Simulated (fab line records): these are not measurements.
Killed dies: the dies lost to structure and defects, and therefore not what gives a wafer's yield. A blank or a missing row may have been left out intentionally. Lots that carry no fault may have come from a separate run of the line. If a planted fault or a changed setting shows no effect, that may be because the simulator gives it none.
Split-lot experiment	flow n5-finfet	on a route of 1938 steps: 7 lots, 39 wafers read

== SPLIT DETAILS ==
At N5_FIN_SAQP_HM_DEP_03 (deposits SiNx from SiH4/NH3/N2, target thk 38 nm, time 33.6 s), the setting target-thk-a was moved away from the recipe's 380 angstrom on 9 of the 39 wafers read, by -10.6% to +5.4%. All remaining wafers had this setting at the recipe value.

== FROM THE SPLIT TO THE READING: what the file shows between them, 10 steps ==
- N5_FIN_SAQP_THK_MEAS_05
- N5_FIN_SAQP_ETCH_65: etches SiO2 in CF4, target depth 4 nm, time 4.4 s (also split here: time-s)
- N5_FIN_SAQP_MANDREL_ETCH_58: etches a-Si in HBr/Cl2, stops on SiNx, target depth 45 nm, bt time 10 s, time 27 s (also split here: icp-w)
- N5_FIN_SAQP_RECESS_63: chemistry HF/NH3, target SiO2, target depth 18 nm, afs cycles 3, sublimation time 60 s
- N5_FIN_SAQP_COAT_68: time 60 s, resist thk 100 nm
- N5_FIN_SAQP_MANDREL2_REMOVE_60: chemistry HBr/Cl2/O2, target a-Si, stops on SiNx, bt time 10 s
- N5_FIN_SAQP_HM_OPEN_33: chemistry CH3F/O2, target SiNx, target depth 49.4 nm, time 70.6 s
- N5_FIN_SAQP_ETCH_34: etches SiO2 in C4F6/O2, target depth 45 nm, time 15 s
- N5_FIN_SAQP_STRIP_77: strips in N2/H2, time 90 s
- N5_FIN_SAQP_ETCH_64: etches SiO2 in CF4, target depth 1.5 nm

== THE READING ==
SiNx_of_FIN_SAQP_HM_DEP_03.thk-nm (the simulator's own value, which no gauge read), in nm, at N5_FIN_SAQP_FIN_ETCH_36 (etches the open film in HBr/Cl2/O2, target depth 120 nm, time 50.4 s). The file gives no usual value for it. Here, 30 wafers ran the recipe; their average is 20.6 nm with a standard deviation of 0.77 nm.

wafer	tool, chamber at the split	target-thk-a as run, angstrom	against the recipe	SiNx_of_FIN_SAQP_HM_DEP_03.thk-nm, nm	against lot-mates on the recipe
L074.1	pecvd-02, 2	400.7	+5.4%	23.4	+1.9
L074.5	pecvd-02, 1	400.7	+5.4%	23.4	+1.9
L074.2	pecvd-02, 0	380	recipe	21.6	-
L074.3	pecvd-02, 1	380	recipe	20.8	-
L074.4	pecvd-02, 0	400.7	+5.4%	24	+2.5
L074.6	pecvd-02, 2	380	recipe	22	-
L077.1	pecvd-04, 1	380	recipe	20.2	-
L077.2	pecvd-04, 0	380	recipe	20.2	-
L077.3	pecvd-04, 2	380	recipe	19.8	-
L077.4	pecvd-04, 2,1	380	recipe	20.6	-
L077.5	pecvd-04, 0	380	recipe	20.6	-
L077.6	pecvd-04, 2,1	380	recipe	20.6	-
L085.1	pecvd-02, 1	380	recipe	19.8	-
L085.2	pecvd-02, 2	380	recipe	20.6	-
L085.5	pecvd-02, 0	380	recipe	20.6	-
L085.3	pecvd-02, 0	364	-4.2%	17.4	-2.9
L085.4	pecvd-02, 2	364	-4.2%	19.6	-0.7
L085.6	pecvd-02, 1	364	-4.2%	18	-2.3
L088.1	pecvd-04, 2	380	recipe	20.8	-
L088.3	pecvd-04, 0	380	recipe	20.8	-
L088.2	pecvd-04, 1	380	recipe	21.2	-
L088.4	pecvd-04, 1	380	recipe	22.6	-
L088.5	pecvd-04, 0	380	recipe	21.8	-
L088.6	pecvd-04, 2	380	recipe	21.4	-
L090.1	pecvd-03, 0	380	recipe	20	-
L090.2	pecvd-03, 2	380	recipe	20.8	-
L090.6	pecvd-03, 1	380	recipe	20.8	-
L090.3	pecvd-03, 1	380	recipe	19.6	-
L090.4	pecvd-03, 2	380	recipe	21.2	-
L090.5	pecvd-03, 0	380	recipe	20.4	-
L092.1	pecvd-02, 1	380	recipe	21.2	-
L092.2	pecvd-02, 0	380	recipe	19.8	-
L092.3	pecvd-02, 2	339.6	-10.6%	15.8	-4.7
L092.4	pecvd-02, 0	339.6	-10.6%	14.8	-5.7
L092.5	pecvd-02, 1	380	recipe	20.6	-
L092.6	pecvd-02, 2	339.6	-10.6%	16.8	-3.7
L095.1	pecvd-03, 1	380	recipe	19.6	-
L095.2	pecvd-03, 2	380	recipe	19.6	-
L095.6	pecvd-03, 1	380	recipe	19.2	-
The file does not say which wafer passed through which chamber wherever a row lists several chambers: such a row stands for several wafers.

THE FIT
A straight line over all 39 wafers: SiNx_of_FIN_SAQP_HM_DEP_03.thk-nm changes by +0.483 nm for each +1% of target-thk-a; r = +0.91; the points scatter about the line by 0.8 nm.
The same after taking each lot's own level away (the mean of its wafers on the recipe; 39 wafers): +0.436 nm for each +1%; r = +0.94; scatter 0.57 nm.
According to that fit, moving target-thk-a by its largest amount changes the reading by 4.6 nm.
Across the lots, their own levels run from 19.47 to 21.47 nm, a range of 2.6 times the standard deviation given above.
In other words, the slope is changed by the lot-to-lot level; the two fits disagree.
Check: for one of the wafers moved furthest among these (-10.6%), held out of the fit, the line's prediction against its lot-mates is -4.66 nm. Against them it came out at -4.73 nm.

== THESE WAFERS: OTHER SPLITS ==
Note: prior to the reading, these wafers also went through further splits. Each is held against what the fit with the lots' levels taken away leaves over:
other split on the same wafers	wafers away from the commonest value	r with SiNx_of_FIN_SAQP_HM_DEP_03.thk-nm (lot level and that fit taken away)
N5_FIN_SAQP_ETCH_65 time-s	15	+0.22
N5_FIN_SAQP_MANDREL_ETCH_58 icp-w	18	-0.47

== THE WHOLE CHAIN: every reading that the file lists as answering this split, in the file's order ==
step	what it does	reading	change (the file's fit)	r (the file's)
N5_FIN_SAQP_HM_DEP_03	deposits SiNx from SiH4/NH3/N2, target thk 38 nm, time 33.6 s	SiNx_of_FIN_SAQP_HM_DEP_03.thk-nm (the simulator's own value, which no gauge read)	+0.398 nm for each +1% of the setting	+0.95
N5_FIN_SAQP_THK_MEAS_05		thk-nm	withheld for each +1% of the setting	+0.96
N5_FIN_SAQP_MANDREL_ETCH_58	etches a-Si in HBr/Cl2, stops on SiNx, target depth 45 nm, bt time 10 s, time 27 s	SiNx_of_FIN_SAQP_HM_DEP_03.thk-nm (the simulator's own value, which no gauge read)	+0.435 nm for each +1% of the setting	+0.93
N5_FIN_SAQP_HM_OPEN_33	chemistry CH3F/O2, target SiNx, target depth 49.4 nm, time 70.6 s	etch-rf-on-time-s	withheld for each +1% of the setting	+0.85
N5_FIN_SAQP_HM_OPEN_33	chemistry CH3F/O2, target SiNx, target depth 49.4 nm, time 70.6 s	etch.depth-nm (the simulator's own value, which no gauge read)	+0.432 nm for each +1% of the setting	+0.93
N5_FIN_SAQP_FIN_ETCH_36	etches the open film in HBr/Cl2/O2, target depth 120 nm, time 50.4 s	SiNx_of_FIN_SAQP_HM_DEP_03.thk-nm (the simulator's own value, which no gauge read)	+0.439 nm for each +1% of the setting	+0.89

== FILE'S OWN FIT ==
SiNx_of_FIN_SAQP_HM_DEP_03.thk-nm changes by +0.439 nm for each +1% of target-thk-a, r = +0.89.
